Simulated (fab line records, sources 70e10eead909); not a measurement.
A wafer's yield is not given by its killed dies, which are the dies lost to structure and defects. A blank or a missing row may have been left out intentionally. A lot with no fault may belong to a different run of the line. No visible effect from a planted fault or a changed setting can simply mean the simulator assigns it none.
Comparing a struck lot with a sound one	flow nand-harc	14 steps out of a route of 1159
Sound: the wafers L506.1, L506.4, L506.6. Struck: wafers L510.1, L510.3, L510.5. At the end, the cause is stated.
Per side, at each step with rows, come the tool, then ch with its chambers, and then its first start. Under that, the readings that differ: sound wafers	struck wafers	difference of the means	sigmas: that difference in standard deviations of wafers without a fault.
alike: a reading whose means differ by less than 2 such deviations, as well as words and numbers matching on both sides. not compared: withheld readings; readings where some wafer has no value; bounds like >300 that might hide an equal value; numbers whose values overlap and for which the record gives no deviation.
A row with sigmas, a row that says differs or no value, or rows on one side alone: a step with any of these is where the two part. Numbers that have no deviation but don't overlap get no sigmas and don't part them. A reading missing from all wafers of one side parts the sides only when that side holds two or more wafers.

NHARC_P_GATE_STRIP_95: strips in O2.
  sound on plasma-asher-02 ch 1, day 6 05:40; struck on plasma-asher-02 ch 0,1, day 7 01:04
  alike: drypump-motor-current-A, heater-power-w, rf-refl-power-W
  not compared: rf-hours-counter-h
then, 1 step without rows for these wafers: NHARC_P_GATE_STRIP_96 (strips in SPM, time 900 s).
NHARC_P_GATE_RTA_64: time 1 s.
  sound on rtp-anneal-02 ch 0, day 6 06:14; struck on rtp-anneal-01 ch 0, day 7 01:37
  alike: lamp-power-pct, wafer_temp_C_max
then, 5 steps without rows for these wafers: NHARC_P_GATE_ETCH_77 (etches SiO2 in dHF, target depth 6 nm); NHARC_P_GATE_DEGAS_109 (time 60 s); NHARC_P_GATE_PRE_CLEAN_110 (time 30 s); NHARC_P_GATE_SPUTTER_78 (material Ni, target thk 10 nm); NHARC_P_GATE_SPUTTER_79 (material TiN, target thk 10 nm).
NHARC_P_GATE_RTA_80: time 30 s.
  sound on rtp-anneal-02 ch 0, day 6 06:50; struck on rtp-anneal-02 ch 0, day 7 02:14
  alike: lamp-power-pct, wafer_temp_C_max
then, 1 step without rows for these wafers: NHARC_P_GATE_STRIP_67 (strips in SPM, time 600 s).
NHARC_P_GATE_RTA_82: time 30 s.
  sound on rtp-anneal-02 ch 0, day 6 07:31; struck on rtp-anneal-02 ch 0, day 7 02:42
  alike: lamp-power-pct, wafer_temp_C_max
NHARC_P_GATE_INSPECT_68:
  struck on defect-inspect-02, day 7 02:53; sound on defect-inspect-02, day 6 07:43
  alike: raw-defect-count
NHARC_P_CONTACT_DEP_30: deposits SiNx, target thk 30 nm.
  sound on pecvd-03 ch 0,2, day 6 07:59; struck on pecvd-02 ch 0,2, day 7 04:15
  alike: heater-power-w, susceptor-temp-C
NHARC_P_CONTACT_DEP_00: deposits SiO2, target thk 500 nm.
  sound on pecvd-03 ch 0,2; struck on pecvd-02 ch 0,2
  alike: heater-power-w, mfc-precursor-sccm, showerhead-vpp-V, susceptor-temp-C, throttle-valve-pct

## WHERE THEY PART
Nowhere in this record.

WHY: the cause the simulator had injected
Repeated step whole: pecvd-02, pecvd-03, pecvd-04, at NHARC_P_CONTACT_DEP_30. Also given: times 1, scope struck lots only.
